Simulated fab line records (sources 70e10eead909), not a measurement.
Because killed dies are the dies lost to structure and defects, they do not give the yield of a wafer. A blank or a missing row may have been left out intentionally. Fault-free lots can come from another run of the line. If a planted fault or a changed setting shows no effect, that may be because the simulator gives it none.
fab line records | flow nand_harc | part 2 of 2: steps 4 to 6 of 6
record lots=21 | wafers=63 | last_day=33
route steps=1302 shown P_ZERO_WELL@17 P_GATE@148
lots that met no fault: from a run of the same line without faults
start_h: hours from the record's opening day to when the first of the lot's shown wafers began | wait_h: hours elapsed since this lot's preceding step | " the same as in the row above | L1.1+2: one row covering several wafers at once | - no value, or no start was given | * or withheld: withheld | < > ~ a bound
route shown NAME@n: names a module that has steps shown in the file, with the first one's number in the route | usual: mean and standard deviation over wafers with no fault | same: alike in all rows | chamber/n: place in a boat | sites: per-site readings | _std_site: the values' standard deviation | _edge_site: inner sites' mean taken away from outer sites' mean | radius_mm: how far each site lies from the wafer's centre | mask NAME#n: copy n | behind: the last tool/chamber to shape the wafer | hold: why the lot was held/for how many hours/how that ended | device: names the non-switching transistor (n, p or np) | end of line: the tests these same wafers got at the end of their route | step lacking rows: just its recipe | killed: count of dies lost to structure and defects at first sort (not the wafer's yield) | map: a wafer's dies, marking killed ones x, the rest . and places with no die _
set.NAME: setting as actually run; set.NAME@STEP: the setting as run at that earlier step | model.NAME: the simulator's own value behind a step, which no gauge read
the route's steps for a sample of lots (tables are steps, rows are wafers)
services: from which hour (start_h, from the record's first day; less than 0 if before it) a tool's chamber was out of use, for how many hours, and why
## steps
# step NHARC_P_GATE_DESCUM_48
# recipe time_s=3 | o2_flow_sccm=200 | ar_flow_sccm=0 | bias_power_w=0 | chemistry=O2
# usual drypump_motor_current_A=5.6/0.49 | oes_product_au=1.001/0.017 | rf_vpp_V=58.2/0.88 | showerhead_plenum_p_Torr=2.00/0.072 | throttle_valve_pct=11.311/0.0089
lot.wafer | tool        | chamber | start_h | wait_h | drypump_motor_current_A | oes_product_au | rf_hours_counter_h | rf_vpp_V | showerhead_plenum_p_Torr | throttle_valve_pct
L075.3    | rie_diel-03 | 3       | 124.72  | -      | 5.7                     | 0.994          | 2                  | 58.7     | 2.05                     | 11.319
L075.2    | "           | 0       | "       | "      | 5.2                     | 1.026          | 2                  | 58.8     | 2.03                     | 11.307
L075.4    | "           | 2       | "       | "      | 5.5                     | 0.988          | 1                  | 58.4     | 1.99                     | 11.333
L077.1    | rie_diel-03 | 3       | 139.99  | -      | 5.6                     | 1.019          | 3                  | 57.6     | 2.05                     | 11.314
L077.2    | "           | 0       | "       | "      | 5.2                     | 1.026          | 3                  | 57.0     | 2.03                     | 11.309
L077.6    | "           | 3       | "       | "      | 5.6                     | 1.012          | -                  | 58.9     | 2.05                     | 11.308
L078.4    | rie_diel-03 | 0       | 148.96  | -      | 5.2                     | 1.036          | 3                  | 57.9     | 2.03                     | 11.325
L078.2    | "           | 2       | "       | "      | 5.5                     | 0.998          | 1                  | 57.7     | 1.99                     | 11.308
L078.6    | "           | 3       | "       | "      | 5.7                     | 1.013          | -                  | 57.5     | 2.05                     | 11.312
L079.3    | rie_diel-04 | 2       | 162.72  | -      | 5.8                     | 1.022          | 11                 | 59.5     | 2.03                     | 11.319
L079.5    | "           | 0       | "       | "      | 5.4                     | 1.008          | -                  | 57.2     | 2.06                     | 11.319
L079.6    | "           | 3       | "       | "      | 6.3                     | 1.013          | -                  | 60.0     | 2.04                     | 11.316
L080.1    | rie_diel-04 | 2       | 165.48  | -      | 5.8                     | 1.027          | 11                 | 58.4     | 2.03                     | 11.299
L080.5    | "           | 0       | "       | "      | 5.4                     | 0.998          | -                  | 57.1     | 2.06                     | 11.306
L080.4    | "           | 2       | "       | "      | 5.8                     | 1.035          | -                  | 57.6     | 2.03                     | 11.303
L081.3    | rie_diel-03 | 0       | 177.70  | -      | 5.2                     | 1.028          | 5                  | 58.0     | 2.03                     | 11.317
L081.2    | "           | 3       | "       | "      | 5.6                     | 1.000          | 5                  | 58.5     | 2.05                     | 11.310
L081.6    | "           | 0       | "       | "      | 5.2                     | 1.028          | -                  | 59.9     | 2.03                     | 11.305
L082.4    | rie_diel-11 | 1       | 188.71  | -      | 4.9                     | 1.002          | 4                  | 58.4     | 1.98                     | 11.312
L082.1    | "           | 0       | "       | "      | 5.6                     | 0.997          | 4                  | 57.9     | 1.93                     | 11.324
L082.5    | "           | 1       | "       | "      | 4.9                     | 0.993          | -                  | 57.7     | 1.98                     | 11.334
L083.1    | rie_diel-11 | 2       | 201.47  | -      | 6.5                     | 1.000          | 6                  | 57.2     | 1.87                     | 11.314
L083.3    | "           | 0       | "       | "      | 5.7                     | 0.983          | 6                  | 58.7     | 1.93                     | 11.313
L083.5    | "           | 2       | "       | "      | 6.6                     | 1.001          | -                  | 57.7     | 1.87                     | 11.297
L084.3    | rie_diel-03 | 2       | 212.00  | -      | 5.5                     | 1.001          | 4                  | 58.2     | 1.99                     | 11.305
L084.1    | "           | 3       | "       | "      | 5.7                     | 1.003          | 5                  | 57.4     | 2.05                     | 11.309
L084.5    | "           | 1       | "       | "      | 6.2                     | 0.977          | -                  | 57.5     | 1.81                     | 11.316
L085.2    | rie_diel-04 | 0       | 220.70  | -      | 5.4                     | 1.009          | 2                  | 58.9     | 2.06                     | 11.303
L085.3    | "           | 2       | "       | "      | 5.8                     | 0.991          | 2                  | 56.6     | 2.03                     | 11.314
L085.6    | "           | 0       | "       | "      | 5.4                     | 1.008          | -                  | 57.8     | 2.06                     | 11.315
L086.1    | rie_diel-03 | 2       | 225.18  | -      | 5.5                     | 0.996          | 5                  | 57.7     | 1.99                     | 11.311
L086.3    | "           | 0       | "       | "      | 5.2                     | 1.030          | 6                  | 58.5     | 2.02                     | 11.296
L086.4    | "           | 1       | "       | "      | 6.2                     | 0.974          | 5                  | 56.5     | 1.81                     | 11.308
L087.2    | rie_diel-11 | 1       | 239.04  | -      | 4.9                     | 0.999          | 7                  | 57.1     | 1.98                     | 11.304
L087.1    | "           | 2       | "       | "      | 6.6                     | 1.002          | 7                  | 57.0     | 1.87                     | 11.312
L087.6    | "           | 1       | "       | "      | 4.9                     | 0.986          | -                  | 58.5     | 1.98                     | 11.310
L088.1    | rie_diel-03 | 3       | 261.01  | -      | 5.7                     | 0.994          | 8                  | 59.7     | 2.05                     | 11.299
L088.3    | "           | 0       | "       | "      | 5.2                     | 1.022          | 9                  | 57.9     | 2.02                     | 11.312
L088.5    | "           | 1       | "       | "      | 6.2                     | 0.976          | -                  | 57.0     | 1.81                     | 11.324
L089.3    | rie_diel-03 | 1       | 261.51  | -      | 6.2                     | 0.982          | 9                  | 58.6     | 1.81                     | 11.323
L089.5    | "           | 2       | "       | "      | 5.5                     | 0.983          | -                  | 58.0     | 1.99                     | 11.315
L089.6    | "           | 3       | "       | "      | 5.7                     | 0.992          | -                  | 59.3     | 2.05                     | 11.317
L090.2    | rie_diel-04 | 0       | 279.59  | -      | 5.4                     | 1.019          | 7                  | 57.5     | 2.06                     | 11.307
L090.4    | "           | 1       | "       | "      | 4.7                     | 0.983          | 6                  | 58.8     | 2.05                     | 11.299
L090.1    | "           | 3       | "       | "      | 6.3                     | 1.004          | 6                  | 57.5     | 2.03                     | 11.308
L091.4    | rie_diel-04 | 0       | 285.75  | -      | 5.4                     | 1.014          | 7                  | 58.6     | 2.06                     | 11.298
L091.6    | "           | 1       | "       | "      | 4.7                     | 0.975          | -                  | 59.3     | 2.05                     | 11.318
L091.5    | "           | 2       | "       | "      | 5.8                     | 1.002          | -                  | 58.8     | 2.03                     | 11.317
L092.4    | rie_diel-04 | 3       | 285.92  | -      | 6.3                     | 0.996          | 6                  | 59.2     | 2.03                     | 11.313
L092.6    | "           | 0       | "       | "      | 5.4                     | 0.999          | -                  | 57.9     | 2.06                     | 11.313
L092.5    | "           | 1       | "       | "      | 4.7                     | 0.966          | -                  | 58.7     | 2.05                     | 11.308
L093.4    | rie_diel-04 | 1       | 303.83  | -      | 4.7                     | 0.980          | 7                  | 57.9     | 2.05                     | 11.318
L093.1    | "           | 3       | "       | "      | 6.3                     | 0.998          | 8                  | 57.5     | 2.03                     | 11.313
L093.5    | "           | 2       | "       | "      | 5.8                     | 0.988          | -                  | 59.6     | 2.03                     | 11.321
L095.3    | rie_diel-04 | 3       | 314.67  | -      | 6.3                     | 0.996          | 9                  | 58.5     | 2.03                     | 11.321
L095.1    | "           | 0       | "       | "      | 5.4                     | 1.011          | 10                 | 57.9     | 2.06                     | 11.318
L095.5    | "           | 1       | "       | "      | 4.7                     | 0.989          | -                  | 58.8     | 2.05                     | 11.318
L096.4    | rie_diel-03 | 2       | 325.05  | -      | 5.5                     | 0.992          | 1                  | 58.3     | 1.99                     | 11.313
L096.1    | "           | 3       | "       | "      | 5.7                     | 0.977          | 1                  | 57.9     | 2.04                     | 11.307
L096.6    | "           | 3       | "       | "      | 5.7                     | 0.984          | -                  | 59.2     | 2.04                     | 11.318
L097.4    | rie_diel-04 | 3       | 342.42  | -      | 6.3                     | 1.005          | 11                 | 59.7     | 2.03                     | 11.295
L097.3    | "           | 0       | "       | "      | 5.4                     | 1.031          | 12                 | 57.6     | 2.06                     | 11.300
L097.1    | "           | 2       | "       | "      | 5.8                     | 1.011          | 10                 | 58.9     | 2.02                     | 11.308
# step NHARC_P_GATE_DEGAS_109
# recipe temp_c=300 | time_s=60
# usual heater_power_w=471/48
lot.wafer | tool           | chamber | start_h | wait_h | heater_power_w
L075.4    | pvd_sputter-01 | -       | 130.19  | 0.1    | 419
L075.2    | "              | -       | "       | "      | 381
L075.3    | "              | -       | "       | "      | 509
L077.2    | pvd_sputter-02 | -       | 145.48  | 0.1    | 473
L077.1    | "              | -       | "       | "      | 516
L077.6    | "              | -       | "       | "      | 451
L078.4    | pvd_sputter-02 | -       | 157.71  | 0.1    | 490
L078.2    | "              | -       | "       | "      | 454
L078.6    | "              | -       | "       | "      | 457
L079.3    | pvd_sputter-01 | -       | 168.14  | 0.1    | 376
L079.6    | "              | -       | "       | "      | 521
L079.5    | "              | -       | "       | "      | 528
L080.1    | pvd_sputter-02 | -       | 170.97  | 0.1    | 495
L080.4    | "              | -       | "       | "      | 453
L080.5    | "              | -       | "       | "      | 468
L081.3    | pvd_sputter-03 | -       | 183.04  | 0.1    | 514
L081.2    | "              | -       | "       | "      | 454
L081.6    | "              | -       | "       | "      | 441
L082.4    | pvd_sputter-01 | -       | 194.00  | 0.1    | 377
L082.1    | "              | -       | "       | "      | 518
L082.5    | "              | -       | "       | "      | 425
L083.1    | pvd_sputter-03 | -       | 206.97  | 0.1    | 417
L083.3    | "              | -       | "       | "      | 540
L083.5    | "              | -       | "       | "      | 418
L084.3    | pvd_sputter-01 | -       | 217.27  | 0.1    | 529
L084.1    | "              | -       | "       | "      | 423
L084.5    | "              | -       | "       | "      | 420
L085.3    | pvd_sputter-03 | -       | 226.10  | 0.1    | 482
L085.2    | "              | -       | "       | "      | 420
L085.6    | "              | -       | "       | "      | 493
L086.4    | pvd_sputter-03 | -       | 230.49  | 0.1    | 490
L086.3    | "              | -       | "       | "      | 417
L086.1    | "              | -       | "       | "      | 487
L087.1    | pvd_sputter-02 | -       | 244.50  | 0.1    | 481
L087.2    | "              | -       | "       | "      | 440
L087.6    | "              | -       | "       | "      | 467
L088.3    | pvd_sputter-02 | -       | 266.27  | 0.1    | 506
L088.1    | "              | -       | "       | "      | 470
L088.5    | "              | -       | "       | "      | 455
L089.3    | pvd_sputter-01 | -       | 266.98  | 0.1    | 379
L089.6    | "              | -       | "       | "      | 379
L089.5    | "              | -       | "       | "      | 386
L090.4    | pvd_sputter-01 | -       | 284.90  | 0.1    | 518
L090.2    | "              | -       | "       | "      | 503
L090.1    | "              | -       | "       | "      | 381
L091.4    | pvd_sputter-01 | -       | 291.16  | 0.1    | 387
L091.6    | "              | -       | "       | "      | 501
L091.5    | "              | -       | "       | "      | 385
L092.4    | pvd_sputter-03 | -       | 291.34  | 0.1    | 486
L092.6    | "              | -       | "       | "      | 421
L092.5    | "              | -       | "       | "      | 492
L093.1    | pvd_sputter-02 | -       | 309.28  | 0.1    | 451
L093.4    | "              | -       | "       | "      | 563
L093.5    | "              | -       | "       | "      | 490
L095.1    | pvd_sputter-03 | -       | 320.11  | 0.1    | 417
L095.3    | "              | -       | "       | "      | 497
L095.5    | "              | -       | "       | "      | 497
L096.1    | pvd_sputter-01 | -       | 330.25  | 0.1    | 393
L096.4    | "              | -       | "       | "      | 511
L096.6    | "              | -       | "       | "      | 379
L097.1    | pvd_sputter-03 | -       | 348.89  | 0.1    | 491
L097.4    | "              | -       | "       | "      | 545
L097.3    | "              | -       | "       | "      | 486
# step NHARC_P_GATE_RTA_80
# recipe temp_c=300 | time_s=30
# usual anneal_temp_c_max=301.40/0.3 | lamp_power_pct=2.11/0.11 | lamp_zone_6_pct=2.09/0.1 | lamp_zone_7_pct=2.22/0.11 | wafer_temp_C_max=301.9/0.62
lot.wafer | tool          | chamber | start_h | wait_h | anneal_temp_c_max | lamp_power_pct | lamp_zone_6_pct | lamp_zone_7_pct | wafer_temp_C_max
L075.2    | rtp_anneal-01 | 0       | 130.50  | -      | 301.65            | 2.01           | 1.99            | 2.10            | 301.8
L075.3    | "             | 0       | "       | "      | 301.45            | 2.01           | 1.99            | 2.11            | 302.2
L075.4    | "             | 0       | "       | "      | 301.92            | 2.01           | 1.99            | 2.10            | 302.9
L077.1    | rtp_anneal-01 | 0       | 145.77  | -      | 300.83            | 2.01           | 1.99            | 2.11            | 301.9
L077.2    | "             | 0       | "       | "      | 301.22            | 2.01           | 1.99            | 2.11            | 302.8
L077.6    | "             | 0       | "       | "      | 301.52            | 2.01           | 1.99            | 2.11            | 302.6
L078.2    | rtp_anneal-01 | 0       | 158.03  | -      | 301.97            | 2.01           | 1.99            | 2.11            | 302.4
L078.4    | "             | 0       | "       | "      | 301.02            | 2.01           | 1.99            | 2.11            | 302.8
L078.6    | "             | 0       | "       | "      | 301.90            | 2.01           | 1.99            | 2.11            | 302.4
L079.3    | rtp_anneal-02 | 0       | 168.48  | -      | 301.07            | 2.22           | 2.19            | 2.33            | 301.2
L079.5    | "             | 0       | "       | "      | 301.10            | 2.22           | 2.19            | 2.33            | 301.4
L079.6    | "             | 0       | "       | "      | 301.02            | 2.22           | 2.19            | 2.32            | 301.8
L080.1    | rtp_anneal-01 | 0       | 171.26  | -      | 301.52            | 2.00           | 1.98            | 2.11            | 302.5
L080.4    | "             | 0       | "       | "      | 301.51            | 2.01           | 1.98            | 2.10            | 303.2
L080.5    | "             | 0       | "       | "      | 301.43            | 2.00           | 1.98            | 2.10            | 303.1
L081.2    | rtp_anneal-01 | 0       | 183.35  | -      | 301.26            | 2.01           | 1.99            | 2.11            | 302.3
L081.3    | "             | 0       | "       | "      | 301.71            | 2.01           | 1.99            | 2.11            | 302.0
L081.6    | "             | 0       | "       | "      | 301.38            | 2.01           | 1.99            | 2.11            | 301.8
L082.1    | rtp_anneal-01 | 0       | 194.29  | -      | 301.41            | 2.01           | 1.99            | 2.11            | 302.2
L082.4    | "             | 0       | "       | "      | 301.43            | 2.01           | 1.99            | 2.11            | 302.5
L082.5    | "             | 0       | "       | "      | 301.12            | 2.01           | 1.99            | 2.11            | 302.3
L083.1    | rtp_anneal-02 | 0       | 207.27  | -      | 301.50            | 2.22           | 2.20            | 2.33            | 301.8
L083.3    | "             | 0       | "       | "      | 301.74            | 2.22           | 2.20            | 2.33            | 301.8
L083.5    | "             | 0       | "       | "      | 301.23            | 2.22           | 2.20            | 2.33            | 301.4
L084.1    | rtp_anneal-02 | 0       | 217.58  | -      | 301.61            | 2.22           | 2.20            | 2.33            | 301.6
L084.3    | "             | 0       | "       | "      | 301.55            | 2.22           | 2.20            | 2.33            | 301.2
L084.5    | "             | 0       | "       | "      | 301.25            | 2.22           | 2.20            | 2.33            | 301.7
L085.2    | rtp_anneal-02 | 0       | 226.42  | -      | 301.08            | 2.22           | 2.20            | 2.33            | 300.8
L085.3    | "             | 0       | "       | "      | 301.75            | 2.22           | 2.20            | 2.33            | 301.3
L085.6    | "             | 0       | "       | "      | 301.78            | 2.22           | 2.20            | 2.33            | 301.8
L086.1    | rtp_anneal-02 | 0       | 230.89  | -      | 301.08            | 2.22           | 2.19            | 2.33            | 301.4
L086.3    | "             | 0       | "       | "      | 301.20            | 2.21           | 2.20            | 2.32            | 301.0
L086.4    | "             | 0       | "       | "      | 300.94            | 2.22           | 2.19            | 2.33            | 301.7
L087.1    | rtp_anneal-02 | 0       | 244.79  | -      | 301.31            | 2.22           | 2.19            | 2.33            | 301.3
L087.2    | "             | 0       | "       | "      | 301.84            | 2.21           | 2.19            | 2.33            | 301.7
L087.6    | "             | 0       | "       | "      | 301.26            | 2.22           | 2.20            | 2.33            | 301.9
L088.1    | rtp_anneal-02 | 0       | 266.77  | -      | 301.37            | 2.22           | 2.19            | 2.32            | 301.3
L088.3    | "             | 0       | "       | "      | 301.45            | 2.21           | 2.19            | 2.32            | 301.1
L088.5    | "             | 0       | "       | "      | 301.19            | 2.22           | 2.19            | 2.33            | 301.9
L089.3    | rtp_anneal-02 | 0       | 267.66  | -      | 301.31            | 2.22           | 2.19            | 2.32            | 301.7
L089.5    | "             | 0       | "       | "      | 300.95            | 2.22           | 2.19            | 2.33            | 302.2
L089.6    | "             | 0       | "       | "      | 301.23            | 2.21           | 2.19            | 2.32            | 301.1
L090.1    | rtp_anneal-02 | 0       | 285.20  | -      | 301.71            | 2.22           | 2.20            | 2.33            | 302.0
L090.2    | "             | 0       | "       | "      | 301.56            | 2.22           | 2.20            | 2.33            | 301.6
L090.4    | "             | 0       | "       | "      | 301.33            | 2.22           | 2.20            | 2.33            | 301.0
L091.4    | rtp_anneal-01 | 0       | 291.62  | -      | 301.37            | 2.00           | 1.98            | 2.11            | 302.1
L091.5    | "             | 0       | "       | "      | 301.11            | 2.01           | 1.99            | 2.10            | 301.8
L091.6    | "             | 0       | "       | "      | 301.54            | 2.00           | 1.98            | 2.10            | 301.9
L092.4    | rtp_anneal-02 | 0       | 291.72  | -      | 301.39            | 2.22           | 2.20            | 2.33            | 301.5
L092.5    | "             | 0       | "       | "      | 301.44            | 2.22           | 2.20            | 2.32            | 300.8
L092.6    | "             | 0       | "       | "      | 301.70            | 2.22           | 2.20            | 2.33            | 301.3
L093.1    | rtp_anneal-01 | 0       | 309.57  | -      | 301.71            | 2.01           | 1.98            | 2.10            | 301.7
L093.4    | "             | 0       | "       | "      | 301.82            | 2.01           | 1.99            | 2.10            | 302.5
L093.5    | "             | 0       | "       | "      | 301.65            | 2.01           | 1.99            | 2.11            | 303.8
L095.1    | rtp_anneal-01 | 0       | 320.41  | -      | 301.35            | 2.01           | 1.99            | 2.11            | 302.0
L095.3    | "             | 0       | "       | "      | 300.79            | 2.01           | 1.99            | 2.11            | 302.3
L095.5    | "             | 0       | "       | "      | 301.83            | 2.01           | 1.99            | 2.11            | 302.3
L096.1    | rtp_anneal-01 | 0       | 330.55  | -      | 301.51            | 2.01           | 1.99            | 2.10            | 301.9
L096.4    | "             | 0       | "       | "      | 301.28            | 2.01           | 1.98            | 2.10            | 302.3
L096.6    | "             | 0       | "       | "      | 301.34            | 2.01           | 1.98            | 2.10            | 302.9
L097.1    | rtp_anneal-01 | 0       | 349.19  | -      | 301.04            | 2.00           | 1.98            | 2.10            | 302.5
L097.3    | "             | 0       | "       | "      | 300.94            | 2.00           | 1.98            | 2.10            | 302.0
L097.4    | "             | 0       | "       | "      | 300.92            | 2.00           | 1.99            | 2.10            | 301.5
## services
tool          | chamber | start_h | hours | kind
rtp_anneal-02 | -       | 12.00   | 12.0  | pm
rie_diel-11   | 0       | 49.68   | 3.7   | repair
rie_diel-11   | -       | 78.50   | 9.0   | pm
rie_diel-03   | 0       | 84.49   | 3.6   | repair
rie_diel-03   | 1       | 86.70   | 5.3   | repair
rie_diel-04   | 2       | 97.85   | 4.3   | repair
rie_diel-04   | 1       | 98.43   | 14.1  | repair
rie_diel-11   | 2       | 100.91  | 7.7   | repair
rie_diel-03   | -       | 104.30  | 9.0   | pm
rie_diel-03   | 2       | 118.04  | 1.7   | repair
rie_diel-04   | 1       | 123.77  | 11.1  | repair
rie_diel-04   | 1       | 144.64  | 26.8  | repair
rie_diel-11   | 3       | 152.50  | 3.1   | repair
rie_diel-11   | -       | 167.54  | 1.1   | repair
rie_diel-04   | -       | 177.90  | 9.0   | pm
rie_diel-11   | 1       | 179.31  | 1.3   | repair
rie_diel-03   | -       | 185.57  | 0.5   | repair
rie_diel-03   | 1       | 190.94  | 9.7   | repair
rie_diel-04   | -       | 227.89  | 0.5   | repair
rie_diel-11   | 3       | 240.03  | 13.1  | repair
rie_diel-11   | 0       | 249.90  | 33.1  | repair
rie_diel-11   | -       | 255.50  | 9.0   | pm
rie_diel-03   | -       | 281.30  | 9.0   | pm
rie_diel-03   | 0       | 342.98  | 6.5   | repair
